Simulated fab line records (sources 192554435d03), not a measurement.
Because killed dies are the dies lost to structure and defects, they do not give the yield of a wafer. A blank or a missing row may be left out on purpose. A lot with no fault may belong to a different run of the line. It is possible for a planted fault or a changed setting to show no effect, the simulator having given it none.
Chamber matching / flow n5-finfet / 3 sister chambers for N5_BEOL_M2_PECVD_72 on pecvd-03
The step deposits SiO2 from TEOS/O2, target thk 16 nm, time 18 s. 39 wafers are shown with their chamber, then 12 later ones without.

## WAFERS PAIRED WITH THEIR CHAMBERS
wafer=L077.1; chamber=1; throttle-valve-pct (%)=21.5; showerhead-plenum-p-Torr (Torr)=8.75; heater-power-w (W)=701
wafer=L077.2; chamber=0; throttle-valve-pct (%)=23.2; showerhead-plenum-p-Torr (Torr)=8.76; heater-power-w (W)=621
wafer=L077.4; chamber=0; throttle-valve-pct (%)=22.8; showerhead-plenum-p-Torr (Torr)=8.78; heater-power-w (W)=656
wafer=L078.1; chamber=0; throttle-valve-pct (%)=22.6; showerhead-plenum-p-Torr (Torr)=8.77; heater-power-w (W)=679
wafer=L078.2; chamber=2; throttle-valve-pct (%)=21.4; showerhead-plenum-p-Torr (Torr)=8.71; heater-power-w (W)=764
wafer=L078.4; chamber=0; throttle-valve-pct (%)=22.9; showerhead-plenum-p-Torr (Torr)=8.73; heater-power-w (W)=681
wafer=L080.2; chamber=2; throttle-valve-pct (%)=21.1; showerhead-plenum-p-Torr (Torr)=8.72; heater-power-w (W)=680
wafer=L080.3; chamber=0; throttle-valve-pct (%)=22.9; showerhead-plenum-p-Torr (Torr)=8.75; heater-power-w (W)=754
wafer=L080.4; chamber=1; throttle-valve-pct (%)=21.6; showerhead-plenum-p-Torr (Torr)=8.80; heater-power-w (W)=698
wafer=L081.3; chamber=2; throttle-valve-pct (%)=21.1; showerhead-plenum-p-Torr (Torr)=8.71; heater-power-w (W)=721
wafer=L081.4; chamber=2; throttle-valve-pct (%)=21.2; showerhead-plenum-p-Torr (Torr)=8.73; heater-power-w (W)=727
wafer=L081.6; chamber=1; throttle-valve-pct (%)=21.4; showerhead-plenum-p-Torr (Torr)=8.77; heater-power-w (W)=701
wafer=L084.1; chamber=2; throttle-valve-pct (%)=21.1; showerhead-plenum-p-Torr (Torr)=8.74; heater-power-w (W)=695
wafer=L084.3; chamber=1; throttle-valve-pct (%)=21.7; showerhead-plenum-p-Torr (Torr)=8.80; heater-power-w (W)=620
wafer=L084.5; chamber=1; throttle-valve-pct (%)=21.5; showerhead-plenum-p-Torr (Torr)=8.78; heater-power-w (W)=588
wafer=L085.2; chamber=1; throttle-valve-pct (%)=21.8; showerhead-plenum-p-Torr (Torr)=8.79; heater-power-w (W)=706
wafer=L085.4; chamber=2; throttle-valve-pct (%)=21.0; showerhead-plenum-p-Torr (Torr)=8.70; heater-power-w (W)=768
wafer=L085.6; chamber=0; throttle-valve-pct (%)=23.0; showerhead-plenum-p-Torr (Torr)=8.76; heater-power-w (W)=723
wafer=L087.1; chamber=0; throttle-valve-pct (%)=23.3; showerhead-plenum-p-Torr (Torr)=8.78; heater-power-w (W)=723
wafer=L087.2; chamber=1; throttle-valve-pct (%)=21.7; showerhead-plenum-p-Torr (Torr)=8.79; heater-power-w (W)=670
wafer=L087.5; chamber=1; throttle-valve-pct (%)=21.8; showerhead-plenum-p-Torr (Torr)=8.78; heater-power-w (W)=661
wafer=L089.1; chamber=1; throttle-valve-pct (%)=21.5; showerhead-plenum-p-Torr (Torr)=8.77; heater-power-w (W)=681
wafer=L089.4; chamber=1; throttle-valve-pct (%)=21.9; showerhead-plenum-p-Torr (Torr)=8.77; heater-power-w (W)=689
wafer=L089.6; chamber=0; throttle-valve-pct (%)=23.2; showerhead-plenum-p-Torr (Torr)=8.75; heater-power-w (W)=625
wafer=L090.1; chamber=0; throttle-valve-pct (%)=23.1; showerhead-plenum-p-Torr (Torr)=8.76; heater-power-w (W)=645
wafer=L090.5; chamber=1; throttle-valve-pct (%)=21.8; showerhead-plenum-p-Torr (Torr)=8.76; heater-power-w (W)=703
wafer=L090.6; chamber=0; throttle-valve-pct (%)=23.2; showerhead-plenum-p-Torr (Torr)=8.76; heater-power-w (W)=618
wafer=L091.1; chamber=0; throttle-valve-pct (%)=23.1; showerhead-plenum-p-Torr (Torr)=8.76; heater-power-w (W)=737
wafer=L091.2; chamber=1; throttle-valve-pct (%)=21.7; showerhead-plenum-p-Torr (Torr)=8.78; heater-power-w (W)=678
wafer=L091.4; chamber=1; throttle-valve-pct (%)=21.6; showerhead-plenum-p-Torr (Torr)=8.74; heater-power-w (W)=718
wafer=L092.2; chamber=2; throttle-valve-pct (%)=19.6; showerhead-plenum-p-Torr (Torr)=8.72; heater-power-w (W)=666
wafer=L092.4; chamber=2; throttle-valve-pct (%)=19.7; showerhead-plenum-p-Torr (Torr)=8.68; heater-power-w (W)=673
wafer=L092.5; chamber=2; throttle-valve-pct (%)=20.0; showerhead-plenum-p-Torr (Torr)=8.71; heater-power-w (W)=673
wafer=L093.2; chamber=2; throttle-valve-pct (%)=19.7; showerhead-plenum-p-Torr (Torr)=8.70; heater-power-w (W)=817
wafer=L093.4; chamber=2; throttle-valve-pct (%)=19.8; showerhead-plenum-p-Torr (Torr)=8.69; heater-power-w (W)=780
wafer=L093.6; chamber=0; throttle-valve-pct (%)=23.4; showerhead-plenum-p-Torr (Torr)=8.78; heater-power-w (W)=759
wafer=L076.2; chamber=1; throttle-valve-pct (%)=21.8; showerhead-plenum-p-Torr (Torr)=8.79; heater-power-w (W)=598
wafer=L076.3; chamber=2; throttle-valve-pct (%)=19.9; showerhead-plenum-p-Torr (Torr)=8.70; heater-power-w (W)=784
wafer=L076.5; chamber=2; throttle-valve-pct (%)=19.9; showerhead-plenum-p-Torr (Torr)=8.70; heater-power-w (W)=801

SIGNATURES (means of the wafers above)
reading=throttle-valve-pct; chamber 0=23.058; chamber 1=21.664; chamber 2=20.423; scatter within a chamber=0.44
reading=showerhead-plenum-p-Torr; chamber 0=8.7617; chamber 1=8.7764; chamber 2=8.7085; scatter within a chamber=0.0164
reading=heater-power-w; chamber 0=685.08; chamber 1=672.29; chamber 2=734.54; scatter within a chamber=49.3
Rule: distance of a wafer from a chamber = root of the sum over the readings of ((wafer's reading minus chamber's mean) / reading's scatter) squared. If the next closest chamber is less than 2 further off than the closest, the wafer can't be placed; otherwise it belongs to the closest. The scatter: take each reading less its chamber's mean, square it, sum over the shown wafers, divide by the number of wafers less the number of chambers, and take the root.

## WAFERS WHOSE CHAMBER IS MISSING
wafer=L094.4; throttle-valve-pct (%)=19.9; showerhead-plenum-p-Torr (Torr)=8.69; heater-power-w (W)=736
wafer=L094.5; throttle-valve-pct (%)=23.4; showerhead-plenum-p-Torr (Torr)=8.75; heater-power-w (W)=645
wafer=L094.6; throttle-valve-pct (%)=21.8; showerhead-plenum-p-Torr (Torr)=8.77; heater-power-w (W)=662
wafer=L095.1; throttle-valve-pct (%)=23.3; showerhead-plenum-p-Torr (Torr)=8.75; heater-power-w (W)=683
wafer=L095.3; throttle-valve-pct (%)=21.7; showerhead-plenum-p-Torr (Torr)=8.77; heater-power-w (W)=598
wafer=L095.6; throttle-valve-pct (%)=23.4; showerhead-plenum-p-Torr (Torr)=8.76; heater-power-w (W)=692
wafer=L097.1; throttle-valve-pct (%)=21.7; showerhead-plenum-p-Torr (Torr)=8.75; heater-power-w (W)=632
wafer=L097.3; throttle-valve-pct (%)=23.3; showerhead-plenum-p-Torr (Torr)=8.78; heater-power-w (W)=643
wafer=L097.6; throttle-valve-pct (%)=23.4; showerhead-plenum-p-Torr (Torr)=8.76; heater-power-w (W)=654
wafer=L096.1; throttle-valve-pct (%)=20.0; showerhead-plenum-p-Torr (Torr)=8.74; heater-power-w (W)=769
wafer=L096.3; throttle-valve-pct (%)=21.9; showerhead-plenum-p-Torr (Torr)=8.72; heater-power-w (W)=701
wafer=L096.4; throttle-valve-pct (%)=19.7; showerhead-plenum-p-Torr (Torr)=8.70; heater-power-w (W)=734

## WHICH CHAMBER EACH ONE RAN IN
wafer=L094.4; from the rows above=2; in truth=2
wafer=L094.5; from the rows above=0; in truth=0
wafer=L094.6; from the rows above=1; in truth=1
wafer=L095.1; from the rows above=0; in truth=0
wafer=L095.3; from the rows above=1; in truth=1
wafer=L095.6; from the rows above=0; in truth=0
wafer=L097.1; from the rows above=can't be placed: 1 or 0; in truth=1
wafer=L097.3; from the rows above=0; in truth=0
wafer=L097.6; from the rows above=0; in truth=0
wafer=L096.1; from the rows above=2; in truth=2
wafer=L096.3; from the rows above=can't be placed: 2 or 1 or 0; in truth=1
wafer=L096.4; from the rows above=2; in truth=2
Placed correctly: 10 of 12. From these rows, 2 cannot be placed; in 2 the true chamber is one of the candidates. Wrongly placed: 0.
